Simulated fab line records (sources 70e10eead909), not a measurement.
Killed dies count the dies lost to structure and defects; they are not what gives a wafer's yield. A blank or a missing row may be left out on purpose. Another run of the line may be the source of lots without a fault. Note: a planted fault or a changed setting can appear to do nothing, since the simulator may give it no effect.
Matching of chambers	flow nand_harc	3 sister chambers for NHARC_A_STAIRCASE_DEP_259 on pecvd-02
The step deposits SiON, target thk 30 nm. 6 wafers are shown with their chamber, then 8 later ones without.

## WAFERS, EACH WITH ITS CHAMBER
wafer	chamber	heater_power_w (W)	susceptor_temp_C (C)
L087.5	1	810	399.75
L087.6	0	897	400.23
L091.2	2	667	400.11
L091.3	1	738	399.97
L091.5	0	911	399.81
L093.2	2	801	399.81

## WAFERS MISSING THEIR CHAMBER
wafer	heater_power_w (W)	susceptor_temp_C (C)
L093.4	800	399.78
L093.5	771	400.27
L095.3	839	400.14
L095.4	845	400.02
L095.6	711	399.58
L097.1	759	400.16
L097.4	886	399.83
L097.5	760	399.76

## WHICH CHAMBER EACH ONE RAN IN
wafer	from the rows above	in truth
L093.4	can't be placed: 1 or 2 or 0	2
L093.5	can't be placed: 2 or 1 or 0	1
L095.3	can't be placed: 0 or 1 or 2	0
L095.4	can't be placed: 0 or 1 or 2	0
L095.6	can't be placed: 1 or 2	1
L097.1	can't be placed: 2 or 1 or 0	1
L097.4	can't be placed: 0 or 1 or 2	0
L097.5	can't be placed: 1 or 2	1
0 of 8 placed correctly. Unplaceable from these rows: 8, with the true chamber sitting among the candidates in 8. Number placed wrongly: 0.
How it was worked out, from the rows above alone: a wafer's distance from a chamber is the root of the sum, over the readings, of the square of ((its reading less the chamber's mean) divided by the reading's scatter). The wafer belongs to the nearest chamber; if the next one is less than 2 further off, it can't be placed. For every chamber, the mean is computed from those of its wafers that are shown. The scatter: the root of (the sum of the squares of (reading less its chamber's mean) over the shown wafers, divided by (wafers less chambers)).
